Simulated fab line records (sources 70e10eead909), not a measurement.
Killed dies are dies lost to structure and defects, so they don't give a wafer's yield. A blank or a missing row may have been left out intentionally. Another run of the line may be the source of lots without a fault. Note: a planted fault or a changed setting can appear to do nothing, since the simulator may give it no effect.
2 desks looking at one fault / flow nandHarc / only its own numbers are on each desk; what lay behind them is given at the end

== DESK OF THE TOOL OWNER: pvdSputter-01 ==
The tool's own readings at NHARC_P_BONDPAD_PVD_27 (deposits Cu, target thk 30 nm, time 20.49 s): means of the sampled wafers that have a number, for each lot that ran on this tool. Marked OUT: a lot whose mean sits more than 4 standard deviations from the usual mean, which makes it out of limits; the brackets give that distance.
Columns: A = cathodeDcPowerW at NHARC_P_BONDPAD_PVD_27, usual 5000.0 W; B = throttleValvePct at NHARC_P_BONDPAD_PVD_27, usual 29.9 %
lot=L617; first seen here=day 6 14:03; A=5000.5; B=30.8
lot=L619; first seen here=day 7 00:09; A=4999.5; B=30.1
lot=L620; first seen here=day 7 01:10; A=4999.9; B=30.6
lot=L630; first seen here=day 9 11:51; A=4999.2; B=30.2
lot=L629; first seen here=day 9 18:59; A=5000.2; B=30.0
This desk's finding: nothing out of limits on any of the 5 lots.

== THE METROLOGY DESK ==
Means of the sampled wafers that have a number, per lot and without regard to the tool the lot ran on: this is what the gauges read. Marked OUT: a lot whose mean sits more than 4 standard deviations from the usual mean, which makes it out of limits; the brackets give that distance.
Columns: A = thkNm at NHARC_A_BONDPAD_THK_MEAS_20, usual 169.4 nm
lot=L618; first seen here=day 18 07:07; A=169.5
lot=L617; first seen here=day 18 07:40; A=168.6
lot=L619; first seen here=day 18 08:00; A=167.3
lot=L620; first seen here=day 18 08:36; A=167.1
lot=L621; first seen here=day 18 17:47; A=170.9
lot=L630; first seen here=day 21 09:50; A=171.5
lot=L629; first seen here=day 22 05:35; A=170.2
lot=L632; first seen here=day 22 05:55; A=169.5
lot=L633; first seen here=day 22 12:02; A=170.1
lot=L639; first seen here=day 23 08:34; A=169.3
lot=L638; first seen here=day 23 14:31; A=170.4
lot=L640; first seen here=day 24 01:13; A=168.8
This desk's finding: nothing out of limits on any of the 12 lots.

== ALL TOGETHER ==
Nothing out of limits was seen by the tool owner's desk.
At the metrology desk, nothing out of limits was observed.

== WHAT HAD BEEN PUT IN BY THE SIMULATOR ==
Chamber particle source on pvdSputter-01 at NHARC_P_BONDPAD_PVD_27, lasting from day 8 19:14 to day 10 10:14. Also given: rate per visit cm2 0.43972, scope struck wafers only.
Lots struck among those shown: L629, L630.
